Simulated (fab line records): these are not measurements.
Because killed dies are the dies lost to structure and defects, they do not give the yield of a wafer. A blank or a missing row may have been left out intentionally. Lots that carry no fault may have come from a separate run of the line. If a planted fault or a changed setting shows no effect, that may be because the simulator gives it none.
The tool behind it: which one? | flow n5 finfet | 11 lots with 33 wafers sampled at 4 steps, on a route of 1938 steps

WHAT THE GAUGES SHOWED, per wafer
N5_BEOL_M8_THK_MEAS_01.
lot  | measured     | on            | M8_ILD_THK (nm)
L321 | day 10 05:41 | film metro-01 | 155.8 156.3 155.8
L322 | day 10 08:17 | film metro-01 | 154.7 152.3 154.6
L325 | day 12 08:51 | film metro-01 | 154.0 152.8 156.1
L324 | day 12 10:38 | film metro-02 | 158.4 153.0 155.9
L326 | day 13 02:20 | film metro-01 | 154.2 157.2 156.6
L328 | day 13 12:55 | film metro-01 | 146.8 153.6 157.3
L335 | day 16 08:52 | film metro-02 | 153.0 153.6 157.4
L339 | day 16 11:37 | film metro-02 | 153.5 155.3 158.2
L340 | day 16 16:06 | film metro-01 | 153.4 156.3 158.9
L343 | day 16 21:31 | film metro-01 | 154.0 157.3 155.7
L344 | day 16 22:35 | film metro-01 | 154.1 157.9 156.8

WHICH TOOL RAN EACH LOT (tool, then ch and the chambers of the sampled wafers, then the start)
lot  | N5_BEOL_M7_SURFACE_TREAT_79  | N5_BEOL_M7_DEP_56               | N5_BEOL_M8_ILD_DEP_00
L321 | pvd sputter-03, day 10 03:38 | pecvd-01 ch 1,2, day 10 04:59   | pecvd-01 ch 0,1,2, day 10 05:07
L322 | pvd sputter-03, day 10 06:31 | pecvd-01 ch 1,2, day 10 07:35   | pecvd-01 ch 0,1,2, day 10 07:43
L325 | pvd sputter-03, day 12 05:57 | pecvd-02 ch 0,1,2, day 12 08:08 | pecvd-01 ch 0,1,2, day 12 08:16
L324 | pvd sputter-03, day 12 08:53 | pecvd-01 ch 0,1,2, day 12 09:56 | pecvd-03 ch 0,1,2, day 12 10:05
L326 | pvd sputter-03, day 13 00:34 | pecvd-01 ch 0,1,2, day 13 01:37 | pecvd-01 ch 1,2, day 13 01:45
L328 | pvd sputter-01, day 13 08:53 | pecvd-04 ch 0,1,2, day 13 12:10 | pecvd-01 ch 0,1,2, day 13 12:20
L335 | pvd sputter-02, day 16 06:14 | pecvd-04 ch 1,2, day 16 08:09   | pecvd-03 ch 0,2, day 16 08:17
L339 | pvd sputter-01, day 16 09:39 | pecvd-04 ch 1,2, day 16 10:53   | pecvd-02 ch 0,1,2, day 16 11:02
L340 | pvd sputter-03, day 16 10:55 | pecvd-04 ch 0,2, day 16 15:23   | pecvd-03 ch 0,1,2, day 16 15:31
L343 | pvd sputter-02, day 16 19:31 | pecvd-01 ch 0,1,2, day 16 20:38 | pecvd-01 ch 0,1,2, day 16 20:56
L344 | pvd sputter-02, day 16 20:08 | pecvd-02 ch 0,1,2, day 16 21:43 | pecvd-01 ch 0,2, day 16 21:50
- N5_BEOL_M7_SURFACE_TREAT_79
- N5_BEOL_M7_DEP_56: deposits SiCN from 3MS/NH3, target thk 10 nm, time 17.5 s.
- N5_BEOL_M8_ILD_DEP_00: deposits SiCOH lowk from DEMS/porogen, target thk 179.75 nm, time 33.4 s.

THE ANSWER, worked out from the rows above alone
Rule: the lots themselves supply what counts as usual. Put in order of their means at a reading, lots are off if they are a third of the lots or fewer, leave a main group of 4 or more, and stand apart from it by a gap of 3 or more times the standard deviation of the main group's means; of several such gaps the widest counts. If all means in a main group match to the digits the tables above print for the reading, that group is not used. Also off: a lot with no number at a reading for which 4 or more lots have one. The other lots that the step has rows for count as sound.
No lot is off at any reading shown: from this, nothing can be told.

WHAT HAD BEEN PUT IN BY THE SIMULATOR
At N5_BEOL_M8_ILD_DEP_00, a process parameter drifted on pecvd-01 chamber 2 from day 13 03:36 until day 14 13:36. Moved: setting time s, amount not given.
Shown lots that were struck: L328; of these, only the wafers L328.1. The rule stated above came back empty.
